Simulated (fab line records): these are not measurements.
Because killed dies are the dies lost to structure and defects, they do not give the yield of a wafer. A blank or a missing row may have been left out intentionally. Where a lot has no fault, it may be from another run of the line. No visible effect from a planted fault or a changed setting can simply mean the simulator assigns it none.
fab line records :: flow nandHarc
record:
  lots: 6
  wafers: 18
  lastDay: 24
route steps=1159 shown THIN_TSV@1140
lots that met no fault: taken from a fault-free run of the same line
startH: hours from the record's opening day to when the first of the lot's shown wafers began :: waitH: hours from the lot's prior step to this one :: " the same as in the row above :: L1.1+2: several wafers, shown together as one row :: - no value, or no start given :: * or withheld: withheld :: < > ~ a bound
route shown NAME@n: a module of which the file shows steps, and the number in the route of the first :: usual: mean and standard deviation over wafers with no fault :: same: alike in all rows :: chamber/n: place in a boat :: sites: readings site by site :: _std_site: how widely they spread, as a standard deviation :: _edge_site: mean of outer sites minus mean of inner sites :: radiusMm: for every site, how far away it sits from the centre of the wafer :: mask NAME#n: copy n :: behind: the last tool/chamber to shape the wafer :: hold: why the lot went on hold/how many hours it stayed there/how the hold came to an end :: device: the transistor (n, p or np) that didn't switch :: end of line: tests run on the same wafers once the route is complete :: where a step has no rows: the recipe by itself :: killed: count of dies lost to structure and defects at first sort (not the wafer's yield) :: map: a wafer's dies, marking killed ones x, the rest . and places with no die _
set.NAME: the run value of the setting; set.NAME@STEP: its run value at that earlier step :: model.NAME: the simulator's own value behind a step, which no gauge read
lots at some steps of the route; a table a step, a row a wafer
services: a tool's chamber out of use, with start hour (startH, from the record's first day; less than 0 if before it), hours out, and reason
== steps ==
step: NHARC_THIN_TSV_DEHYDRATE_25
recipe:
  tempC: 150
  timeS: 120
step: NHARC_THIN_TSV_HMDS_26
recipe:
  timeS: 30
step: NHARC_THIN_TSV_COAT_27
recipe:
  spinRpm: *
step: NHARC_THIN_TSV_SOFTBAKE_28
recipe:
  tempC: 122
  timeS: 95
step: NHARC_THIN_TSV_EBR_29
step: NHARC_THIN_TSV_EXPOSE_30
recipe:
  na: 0.55
  doseMj: 11.47
  maskId: PAD
step: NHARC_THIN_TSV_PEB_31
recipe:
  pebTempC: 118
  pebTimeS: 85
step: NHARC_THIN_TSV_DEVELOP_32
recipe:
  timeS: 70
step: NHARC_THIN_TSV_CD_MEAS_33
recipe:
  targetCdNm: 5000
  landingEnergyEv: 500
usual:
  cdNm: 5000.3/2.1
lot.wafer: L640.1
tool: cdSem-03
chamber: 0
startH: 447.94
waitH: -
cdNm: 5005.6

lot.wafer: L640.2
tool: cdSem-03
chamber: 0
startH: 447.94
waitH: -
cdNm: 5001.8

lot.wafer: L640.3
tool: cdSem-03
chamber: 0
startH: 447.94
waitH: -
cdNm: 5001.1

lot.wafer: L641.2
tool: cdSem-02
chamber: 0
startH: 460.78
waitH: -
cdNm: 4996.5

lot.wafer: L641.3
tool: cdSem-02
chamber: 0
startH: 460.78
waitH: -
cdNm: 5000.4

lot.wafer: L641.4
tool: cdSem-02
chamber: 0
startH: 460.78
waitH: -
cdNm: 4996.3

lot.wafer: L650.3
tool: cdSem-03
chamber: 0
startH: 498.08
waitH: -
cdNm: 5000.1

lot.wafer: L650.5
tool: cdSem-03
chamber: 0
startH: 498.08
waitH: -
cdNm: 4999.4

lot.wafer: L650.6
tool: cdSem-03
chamber: 0
startH: 498.08
waitH: -
cdNm: 5000.2

lot.wafer: L649.1
tool: cdSem-01
chamber: 0
startH: 499.70
waitH: -
cdNm: 5004.0

lot.wafer: L649.2
tool: cdSem-01
chamber: 0
startH: 499.70
waitH: -
cdNm: 5001.2

lot.wafer: L649.3
tool: cdSem-01
chamber: 0
startH: 499.70
waitH: -
cdNm: 4998.4

lot.wafer: L662.3
tool: cdSem-02
chamber: 0
startH: 551.66
waitH: -
cdNm: 5000.5

lot.wafer: L662.4
tool: cdSem-02
chamber: 0
startH: 551.66
waitH: -
cdNm: 4999.2

lot.wafer: L662.5
tool: cdSem-02
chamber: 0
startH: 551.66
waitH: -
cdNm: 5000.9

lot.wafer: L660.3
tool: cdSem-03
chamber: 0
startH: 558.93
waitH: -
cdNm: 4998.6

lot.wafer: L660.5
tool: cdSem-03
chamber: 0
startH: 558.93
waitH: -
cdNm: 4999.7

lot.wafer: L660.6
tool: cdSem-03
chamber: 0
startH: 558.93
waitH: -
cdNm: 5003.2
step: NHARC_THIN_TSV_HARDBAKE_34
recipe:
  tempC: 125
  timeS: 80
step: NHARC_THIN_TSV_DESCUM_35
recipe:
  timeS: 3
  o2FlowSccm: 200
  arFlowSccm: 0
  biasPowerW: 0
  chemistry: O2
usual:
  chamberPressureMTorr: 60.01/0.059
  drypumpMotorCurrentA: 5.6/0.56
  oesProductAu: 0.999/0.011
  rfVppV: 57.6/0.94
  showerheadPlenumPTorr: 1.90/0.09
  throttleValvePct: 11.310/0.0093
same:
  timeS: 3
lot.wafer: L640.1
tool: rieDiel-05
chamber: 3
startH: 448.12
waitH: -
chamberPressureMTorr: 60.04
drypumpMotorCurrentA: 5.2
oesProductAu: 1.005
rfHoursCounterH: 6
rfVppV: 58.2
showerheadPlenumPTorr: 1.98
throttleValvePct: 11.315

lot.wafer: L640.3
tool: rieDiel-05
chamber: 0
startH: 448.12
waitH: -
chamberPressureMTorr: 59.92
drypumpMotorCurrentA: 4.9
oesProductAu: 0.980
rfHoursCounterH: 5
rfVppV: 56.5
showerheadPlenumPTorr: 1.79
throttleValvePct: 11.292

lot.wafer: L640.2
tool: rieDiel-05
chamber: 1
startH: 448.12
waitH: -
chamberPressureMTorr: 60.01
drypumpMotorCurrentA: 4.7
oesProductAu: 1.007
rfHoursCounterH: 8
rfVppV: 56.7
showerheadPlenumPTorr: 1.79
throttleValvePct: 11.308

lot.wafer: L641.3
tool: rieDiel-05
chamber: 3
startH: 460.95
waitH: -
chamberPressureMTorr: 60.02
drypumpMotorCurrentA: 5.2
oesProductAu: 1.004
rfHoursCounterH: 7
rfVppV: 59.0
showerheadPlenumPTorr: 1.98
throttleValvePct: 11.305

lot.wafer: L641.4
tool: rieDiel-05
chamber: 0
startH: 460.95
waitH: -
chamberPressureMTorr: 60.04
drypumpMotorCurrentA: 4.9
oesProductAu: 0.992
rfHoursCounterH: 6
rfVppV: 56.0
showerheadPlenumPTorr: 1.79
throttleValvePct: 11.313

lot.wafer: L641.2
tool: rieDiel-05
chamber: 1
startH: 460.95
waitH: -
chamberPressureMTorr: 60.12
drypumpMotorCurrentA: 4.7
oesProductAu: 1.012
rfHoursCounterH: 9
rfVppV: 56.3
showerheadPlenumPTorr: 1.79
throttleValvePct: 11.299

lot.wafer: L650.3
tool: rieDiel-05
chamber: 0
startH: 498.30
waitH: -
chamberPressureMTorr: 59.93
drypumpMotorCurrentA: 4.9
oesProductAu: 0.983
rfHoursCounterH: -
rfVppV: 56.8
showerheadPlenumPTorr: 1.79
throttleValvePct: 11.315

lot.wafer: L650.6
tool: rieDiel-05
chamber: 0
startH: 498.30
waitH: -
chamberPressureMTorr: 59.92
drypumpMotorCurrentA: 4.9
oesProductAu: 0.980
rfHoursCounterH: -
rfVppV: 59.4
showerheadPlenumPTorr: 1.79
throttleValvePct: 11.326

lot.wafer: L650.5
tool: rieDiel-05
chamber: 3
startH: 498.30
waitH: -
chamberPressureMTorr: 59.99
drypumpMotorCurrentA: 5.2
oesProductAu: 1.006
rfHoursCounterH: -
rfVppV: 58.8
showerheadPlenumPTorr: 1.98
throttleValvePct: 11.311

lot.wafer: L649.1
tool: rieDiel-04
chamber: 1
startH: 499.86
waitH: -
chamberPressureMTorr: 60.02
drypumpMotorCurrentA: 5.5
oesProductAu: 0.995
rfHoursCounterH: 3
rfVppV: 55.2
showerheadPlenumPTorr: 1.81
throttleValvePct: 11.316

lot.wafer: L649.2
tool: rieDiel-04
chamber: 3
startH: 499.86
waitH: -
chamberPressureMTorr: 59.89
drypumpMotorCurrentA: 6.7
oesProductAu: 1.005
rfHoursCounterH: 4
rfVppV: 56.6
showerheadPlenumPTorr: 1.81
throttleValvePct: 11.313

lot.wafer: L649.3
tool: rieDiel-04
chamber: 0
startH: 499.86
waitH: -
chamberPressureMTorr: 60.04
drypumpMotorCurrentA: 5.9
oesProductAu: 0.978
rfHoursCounterH: 3
rfVppV: 56.4
showerheadPlenumPTorr: 1.83
throttleValvePct: 11.312

lot.wafer: L662.4
tool: rieDiel-12
chamber: 1
startH: 551.82
waitH: -
chamberPressureMTorr: 60.03
drypumpMotorCurrentA: 6.5
oesProductAu: 0.986
rfHoursCounterH: 10
rfVppV: 58.5
showerheadPlenumPTorr: 1.90
throttleValvePct: 11.327

lot.wafer: L662.3
tool: rieDiel-12
chamber: 2
startH: 551.82
waitH: -
chamberPressureMTorr: 59.98
drypumpMotorCurrentA: 5.8
oesProductAu: 1.006
rfHoursCounterH: 12
rfVppV: 59.3
showerheadPlenumPTorr: 1.81
throttleValvePct: 11.299

lot.wafer: L662.5
tool: rieDiel-12
chamber: 1
startH: 551.82
waitH: -
chamberPressureMTorr: 60.02
drypumpMotorCurrentA: 6.5
oesProductAu: 0.986
rfHoursCounterH: -
rfVppV: 57.7
showerheadPlenumPTorr: 1.90
throttleValvePct: 11.309

lot.wafer: L660.3
tool: rieDiel-04
chamber: 1
startH: 559.09
waitH: -
chamberPressureMTorr: 60.02
drypumpMotorCurrentA: 5.6
oesProductAu: 0.995
rfHoursCounterH: 9
rfVppV: 57.1
showerheadPlenumPTorr: 1.81
throttleValvePct: 11.302

lot.wafer: L660.5
tool: rieDiel-04
chamber: 1
startH: 559.09
waitH: -
chamberPressureMTorr: 59.95
drypumpMotorCurrentA: 5.6
oesProductAu: 0.999
rfHoursCounterH: -
rfVppV: 56.9
showerheadPlenumPTorr: 1.81
throttleValvePct: 11.319

lot.wafer: L660.6
tool: rieDiel-04
chamber: 2
startH: 559.09
waitH: -
chamberPressureMTorr: 60.03
drypumpMotorCurrentA: 5.4
oesProductAu: 1.003
rfHoursCounterH: -
rfVppV: 58.8
showerheadPlenumPTorr: 1.95
throttleValvePct: 11.323
step: NHARC_THIN_TSV_ETCH_59
recipe:
  targetDepthA: 8800
  icpW: 900
  biasW: 100
  Cl2_flow_sccm: 60
  bcl3FlowSccm: 30
  timeS: 138.1
  chemistry: Cl2/BCl3
usual:
  chamberPressureMTorr: 10.000/0.0092
  drypumpMotorCurrentA: 5.6/0.36
  oesProductAu: 0.999/0.0099
  runLengthS: 159.5/0.4
  throttleValvePct: 22.264/0.0086
same:
  timeS: 138.1
lot.wafer: L640.1
tool: rieMetal-02
chamber: 1
startH: 448.23
waitH: 0.1
chamberPressureMTorr: 9.981
drypumpMotorCurrentA: 5.6
oesProductAu: 0.995
rfHoursCounterH: 1.3
runLengthS: 159.4
throttleValvePct: 22.263

lot.wafer: L640.2
tool: rieMetal-02
chamber: 0
startH: 448.23
waitH: 0.1
chamberPressureMTorr: 10.004
drypumpMotorCurrentA: 5.0
oesProductAu: 1.016
rfHoursCounterH: 1.3
runLengthS: 159.8
throttleValvePct: 22.264

lot.wafer: L640.3
tool: rieMetal-02
chamber: 1
startH: 448.23
waitH: 0.1
chamberPressureMTorr: 10.009
drypumpMotorCurrentA: 5.6
oesProductAu: 0.999
rfHoursCounterH: -
runLengthS: 159.6
throttleValvePct: 22.259

lot.wafer: L641.2
tool: rieMetal-02
chamber: 1
startH: 461.09
waitH: 0.1
chamberPressureMTorr: 10.008
drypumpMotorCurrentA: 5.6
oesProductAu: 0.986
rfHoursCounterH: 1.8
runLengthS: 159.5
throttleValvePct: 22.264

lot.wafer: L641.4
tool: rieMetal-02
chamber: 1
startH: 461.09
waitH: 0.1
chamberPressureMTorr: 10.014
drypumpMotorCurrentA: 5.6
oesProductAu: 0.999
rfHoursCounterH: -
runLengthS: 159.9
throttleValvePct: 22.265

lot.wafer: L641.3
tool: rieMetal-02
chamber: 0
startH: 461.09
waitH: 0.1
chamberPressureMTorr: 10.004
drypumpMotorCurrentA: 5.0
oesProductAu: 1.024
rfHoursCounterH: -
runLengthS: 160.0
throttleValvePct: 22.272

lot.wafer: L650.3
tool: rieMetal-01
chamber: 1
startH: 498.54
waitH: 0.2
chamberPressureMTorr: 9.992
drypumpMotorCurrentA: 5.7
oesProductAu: 0.994
rfHoursCounterH: -
runLengthS: 159.2
throttleValvePct: 22.277

lot.wafer: L650.5
tool: rieMetal-01
chamber: 1
startH: 498.54
waitH: 0.2
chamberPressureMTorr: 10.003
drypumpMotorCurrentA: 5.7
oesProductAu: 0.986
rfHoursCounterH: -
runLengthS: 159.3
throttleValvePct: 22.256

lot.wafer: L650.6
tool: rieMetal-01
chamber: 0
startH: 498.54
waitH: 0.2
chamberPressureMTorr: 10.001
drypumpMotorCurrentA: 6.2
oesProductAu: 0.990
rfHoursCounterH: -
runLengthS: 159.5
throttleValvePct: 22.263

lot.wafer: L649.2
tool: rieMetal-01
chamber: 1
startH: 499.99
waitH: 0.1
chamberPressureMTorr: 10.000
drypumpMotorCurrentA: 5.7
oesProductAu: 0.994
rfHoursCounterH: 4.9
runLengthS: 159.3
throttleValvePct: 22.257

lot.wafer: L649.1
tool: rieMetal-01
chamber: 0
startH: 499.99
waitH: 0.1
chamberPressureMTorr: 9.999
drypumpMotorCurrentA: 6.1
oesProductAu: 0.995
rfHoursCounterH: 4.9
runLengthS: 159.7
throttleValvePct: 22.266

lot.wafer: L649.3
tool: rieMetal-01
chamber: 1
startH: 499.99
waitH: 0.1
chamberPressureMTorr: 9.977
drypumpMotorCurrentA: 5.7
oesProductAu: 0.993
rfHoursCounterH: -
runLengthS: 159.2
throttleValvePct: 22.287

lot.wafer: L662.3
tool: rieMetal-02
chamber: 1
startH: 552.01
waitH: 0.2
chamberPressureMTorr: 9.998
drypumpMotorCurrentA: 5.6
oesProductAu: 1.008
rfHoursCounterH: -
runLengthS: 159.6
throttleValvePct: 22.264

lot.wafer: L662.4
tool: rieMetal-02
chamber: 0
startH: 552.01
waitH: 0.2
chamberPressureMTorr: 10.002
drypumpMotorCurrentA: 5.0
oesProductAu: 1.006
rfHoursCounterH: -
runLengthS: 159.8
throttleValvePct: 22.277

lot.wafer: L662.5
tool: rieMetal-02
chamber: 0
startH: 552.01
waitH: 0.2
chamberPressureMTorr: 9.995
drypumpMotorCurrentA: 5.0
oesProductAu: 1.006
rfHoursCounterH: -
runLengthS: 160.2
throttleValvePct: 22.260

lot.wafer: L660.3
tool: rieMetal-02
chamber: 1
startH: 559.32
waitH: 0.2
chamberPressureMTorr: 10.014
drypumpMotorCurrentA: 5.6
oesProductAu: 0.996
rfHoursCounterH: -
runLengthS: 159.5
throttleValvePct: 22.267

lot.wafer: L660.5
tool: rieMetal-02
chamber: 0
startH: 559.32
waitH: 0.2
chamberPressureMTorr: 10.001
drypumpMotorCurrentA: 5.0
oesProductAu: 1.013
rfHoursCounterH: -
runLengthS: 159.9
throttleValvePct: 22.261

lot.wafer: L660.6
tool: rieMetal-02
chamber: 1
startH: 559.32
waitH: 0.2
chamberPressureMTorr: 9.996
drypumpMotorCurrentA: 5.6
oesProductAu: 0.995
rfHoursCounterH: -
runLengthS: 159.7
throttleValvePct: 22.274
step: NHARC_THIN_TSV_ETCH_36
recipe:
  targetDepthA: 650
  overEtchFrac: 0.3
  timeS: 18.571
  ionEnergyEv: 150
  chemistry: Cl2/BCl3
usual:
  chamberPressureMTorr: 9.999/0.009
  drypumpMotorCurrentA: 5.6/0.37
  oesProductAu: 0.999/0.011
  runLengthS: 39.9/0.36
lot.wafer: L640.2
tool: rieMetal-02
chamber: 1
startH: 448.49
waitH: 0.2
chamberPressureMTorr: 10.007
drypumpMotorCurrentA: 5.6
oesProductAu: 0.982
rfHoursCounterH: 1.4
runLengthS: 39.6

lot.wafer: L640.1
tool: rieMetal-02
chamber: 0
startH: 448.49
waitH: 0.2
chamberPressureMTorr: 10.011
drypumpMotorCurrentA: 5.0
oesProductAu: 1.013
rfHoursCounterH: 1.4
runLengthS: 40.1

lot.wafer: L640.3
tool: rieMetal-02
chamber: 1
startH: 448.49
waitH: 0.2
chamberPressureMTorr: 10.006
drypumpMotorCurrentA: 5.6
oesProductAu: 0.989
rfHoursCounterH: -
runLengthS: 40.4

lot.wafer: L641.2
tool: rieMetal-02
chamber: 1
startH: 461.35
waitH: 0.2
chamberPressureMTorr: 10.006
drypumpMotorCurrentA: 5.6
oesProductAu: 1.001
rfHoursCounterH: 1.9
runLengthS: 39.9

lot.wafer: L641.3
tool: rieMetal-02
chamber: 1
startH: 461.35
waitH: 0.2
chamberPressureMTorr: 10.009
drypumpMotorCurrentA: 5.6
oesProductAu: 0.997
rfHoursCounterH: -
runLengthS: 39.6

lot.wafer: L641.4
tool: rieMetal-02
chamber: 0
startH: 461.35
waitH: 0.2
chamberPressureMTorr: 9.995
drypumpMotorCurrentA: 5.0
oesProductAu: 1.019
rfHoursCounterH: -
runLengthS: 40.1

lot.wafer: L650.3
tool: rieMetal-01
chamber: 0
startH: 498.74
waitH: 0.2
chamberPressureMTorr: 10.004
drypumpMotorCurrentA: 6.1
oesProductAu: 0.995
rfHoursCounterH: -
runLengthS: 39.6

lot.wafer: L650.6
tool: rieMetal-01
chamber: 0
startH: 498.74
waitH: 0.2
chamberPressureMTorr: 10.001
drypumpMotorCurrentA: 6.1
oesProductAu: 0.995
rfHoursCounterH: -
runLengthS: 39.4

lot.wafer: L650.5
tool: rieMetal-01
chamber: 1
startH: 498.74
waitH: 0.2
chamberPressureMTorr: 10.010
drypumpMotorCurrentA: 5.7
oesProductAu: 0.990
rfHoursCounterH: -
runLengthS: 39.7

lot.wafer: L649.2
tool: rieMetal-01
chamber: 0
startH: 500.25
waitH: 0.2
chamberPressureMTorr: 9.999
drypumpMotorCurrentA: 6.1
oesProductAu: 1.007
rfHoursCounterH: 5.1
runLengthS: 39.6

lot.wafer: L649.1
tool: rieMetal-01
chamber: 1
startH: 500.25
waitH: 0.2
chamberPressureMTorr: 9.994
drypumpMotorCurrentA: 5.7
oesProductAu: 0.988
rfHoursCounterH: 5.1
runLengthS: 39.3

lot.wafer: L649.3
tool: rieMetal-01
chamber: 1
startH: 500.25
waitH: 0.2
chamberPressureMTorr: 9.997
drypumpMotorCurrentA: 5.7
oesProductAu: 0.998
rfHoursCounterH: -
runLengthS: 39.3

lot.wafer: L662.3
tool: rieMetal-02
chamber: 0
startH: 552.20
waitH: 0.2
chamberPressureMTorr: 9.995
drypumpMotorCurrentA: 5.0
oesProductAu: 1.012
rfHoursCounterH: -
runLengthS: 40.5

lot.wafer: L662.4
tool: rieMetal-02
chamber: 1
startH: 552.20
waitH: 0.2
chamberPressureMTorr: 9.982
drypumpMotorCurrentA: 5.6
oesProductAu: 0.996
rfHoursCounterH: -
runLengthS: 34.9

lot.wafer: L662.5
tool: rieMetal-02
chamber: 0
startH: 552.20
waitH: 0.2
chamberPressureMTorr: 9.991
drypumpMotorCurrentA: 5.0
oesProductAu: 1.015
rfHoursCounterH: -
runLengthS: 40.1

lot.wafer: L660.3
tool: rieMetal-02
chamber: 0
startH: 559.49
waitH: 0.1
chamberPressureMTorr: 10.001
drypumpMotorCurrentA: 5.0
oesProductAu: 1.002
rfHoursCounterH: -
runLengthS: 40.3

lot.wafer: L660.5
tool: rieMetal-02
chamber: 1
startH: 559.49
waitH: 0.1
chamberPressureMTorr: 9.993
drypumpMotorCurrentA: 5.6
oesProductAu: 0.995
rfHoursCounterH: -
runLengthS: 40.3

lot.wafer: L660.6
tool: rieMetal-02
chamber: 0
startH: 559.49
waitH: 0.1
chamberPressureMTorr: 9.996
drypumpMotorCurrentA: 5.0
oesProductAu: 1.009
rfHoursCounterH: -
runLengthS: 35.4
step: NHARC_THIN_TSV_STRIP_56
recipe:
  powerW: 1500
  tempC: 250
  chemistry: O2
usual:
  drypumpMotorCurrentA: 5.5/0.42
  heaterPowerW: 319/48
  tempC: 249.99/0.19
lot.wafer: L640.1
tool: plasmaAsher-02
chamber: 1
startH: 448.88
waitH: 0.4
drypumpMotorCurrentA: 5.6
heaterPowerW: 320
rfHoursCounterH: 25
tempC: 250.02

lot.wafer: L640.2
tool: plasmaAsher-02
chamber: 0
startH: 448.88
waitH: 0.4
drypumpMotorCurrentA: 6.0
heaterPowerW: 305
rfHoursCounterH: 25
tempC: 249.98

lot.wafer: L640.3
tool: plasmaAsher-02
chamber: 0
startH: 448.88
waitH: 0.4
drypumpMotorCurrentA: 6.0
heaterPowerW: 309
rfHoursCounterH: -
tempC: 249.93

lot.wafer: L641.2
tool: plasmaAsher-01
chamber: 1
startH: 462.61
waitH: 1.3
drypumpMotorCurrentA: 4.9
heaterPowerW: 256
rfHoursCounterH: 1
tempC: 249.76

lot.wafer: L641.4
tool: plasmaAsher-01
chamber: 0
startH: 462.61
waitH: 1.3
drypumpMotorCurrentA: 5.9
heaterPowerW: 383
rfHoursCounterH: -
tempC: 250.06

lot.wafer: L641.3
tool: plasmaAsher-01
chamber: 1
startH: 462.61
waitH: 1.3
drypumpMotorCurrentA: 4.9
heaterPowerW: 257
rfHoursCounterH: -
tempC: 250.04

lot.wafer: L650.3
tool: plasmaAsher-01
chamber: 0
startH: 498.97
waitH: 0.2
drypumpMotorCurrentA: 5.9
heaterPowerW: 386
rfHoursCounterH: -
tempC: 249.50

lot.wafer: L650.5
tool: plasmaAsher-01
chamber: 1
startH: 498.97
waitH: 0.2
drypumpMotorCurrentA: 4.9
heaterPowerW: 264
rfHoursCounterH: -
tempC: 249.92

lot.wafer: L650.6
tool: plasmaAsher-01
chamber: 0
startH: 498.97
waitH: 0.2
drypumpMotorCurrentA: 5.9
heaterPowerW: 392
rfHoursCounterH: -
tempC: 249.59

lot.wafer: L649.2
tool: plasmaAsher-01
chamber: 0
startH: 500.35
waitH: 0.1
drypumpMotorCurrentA: 5.8
heaterPowerW: 383
rfHoursCounterH: 14
tempC: 249.83

lot.wafer: L649.1
tool: plasmaAsher-01
chamber: 1
startH: 500.35
waitH: 0.1
drypumpMotorCurrentA: 4.9
heaterPowerW: 259
rfHoursCounterH: 14
tempC: 249.83

lot.wafer: L649.3
tool: plasmaAsher-01
chamber: 0
startH: 500.35
waitH: 0.1
drypumpMotorCurrentA: 5.9
heaterPowerW: 381
rfHoursCounterH: -
tempC: 249.64

lot.wafer: L662.3
tool: plasmaAsher-01
chamber: 0
startH: 552.38
waitH: 0.2
drypumpMotorCurrentA: 5.9
heaterPowerW: 381
rfHoursCounterH: -
tempC: 250.44

lot.wafer: L662.4
tool: plasmaAsher-01
chamber: 1
startH: 552.38
waitH: 0.2
drypumpMotorCurrentA: 4.9
heaterPowerW: 261
rfHoursCounterH: -
tempC: 250.10

lot.wafer: L662.5
tool: plasmaAsher-01
chamber: 1
startH: 552.38
waitH: 0.2
drypumpMotorCurrentA: 4.9
heaterPowerW: 261
rfHoursCounterH: -
tempC: 249.91

lot.wafer: L660.3
tool: plasmaAsher-02
chamber: 0
startH: 559.67
waitH: 0.2
drypumpMotorCurrentA: 5.9
heaterPowerW: 291
rfHoursCounterH: -
tempC: 250.35

lot.wafer: L660.6
tool: plasmaAsher-02
chamber: 0
startH: 559.67
waitH: 0.2
drypumpMotorCurrentA: 5.9
heaterPowerW: 292
rfHoursCounterH: -
tempC: 250.22

lot.wafer: L660.5
tool: plasmaAsher-02
chamber: 1
startH: 559.67
waitH: 0.2
drypumpMotorCurrentA: 5.6
heaterPowerW: 341
rfHoursCounterH: -
tempC: 249.79
== services ==
tool: rieDiel-04
chamber: 3
startH: 428.64
hours: 5.6
kind: repair

tool: rieDiel-12
chamber: 1
startH: 447.74
hours: 5.4
kind: repair

tool: plasmaAsher-01
chamber: -
startH: 453.00
hours: 9.0
kind: pm

tool: plasmaAsher-01
chamber: 0
startH: 453.00
hours: 9.0
kind: ventCycle

tool: plasmaAsher-01
chamber: 1
startH: 453.00
hours: 9.0
kind: ventCycle

tool: plasmaAsher-02
chamber: -
startH: 460.93
hours: 4.5
kind: repair

tool: rieDiel-04
chamber: 2
startH: 461.82
hours: 12.0
kind: repair

tool: plasmaAsher-01
chamber: 0
startH: 462.00
hours: -
kind: clean

tool: plasmaAsher-01
chamber: 1
startH: 462.00
hours: -
kind: clean

tool: rieDiel-04
chamber: -
startH: 465.93
hours: 9.0
kind: pm

tool: rieDiel-05
chamber: 3
startH: 466.40
hours: 6.8
kind: repair

tool: rieDiel-05
chamber: 1
startH: 475.69
hours: 22.6
kind: repair

tool: rieDiel-05
chamber: 2
startH: 495.93
hours: 44.2
kind: repair

tool: rieDiel-05
chamber: 1
startH: 505.41
hours: 4.2
kind: repair

tool: rieMetal-01
chamber: -
startH: 509.11
hours: 9.0
kind: pm

tool: rieMetal-01
chamber: 0
startH: 509.11
hours: 9.0
kind: ventCycle

tool: rieMetal-01
chamber: 1
startH: 509.11
hours: 9.0
kind: ventCycle

tool: rieDiel-05
chamber: -
startH: 517.60
hours: 9.0
kind: pm

tool: rieMetal-01
chamber: 0
startH: 518.11
hours: -
kind: clean

tool: plasmaAsher-02
chamber: -
startH: 522.63
hours: 14.3
kind: repair

tool: rieDiel-12
chamber: 3
startH: 531.88
hours: 1.6
kind: repair

tool: plasmaAsher-02
chamber: -
startH: 537.52
hours: 9.0
kind: pm

tool: rieMetal-02
chamber: 0
startH: 538.95
hours: 5.8
kind: repair

tool: rieDiel-12
chamber: -
startH: 556.48
hours: 9.0
kind: pm
== key ==
firstSign:
  step: NHARC_THIN_TSV_ETCH_36
  reading: runLengthS
  direction: down
  sigmas: 13
  usual: *
  struck: *
effect none on later readings
metAt NHARC_THIN_TSV_ETCH_36
struckWafers L660.6,L662.4
onsetBetween 461.35 552.20
fault:
  kind: processParameterDrift
  tool: rieMetal-02
  chamber: -
  onsetH: 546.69
  steps: NHARC_THIN_TSV_ETCH_36
  channel: timeS
  offset: *
  shape: step
  endH: 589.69
  scope: struckWafersOnly
  actsIn: *
  stated: *
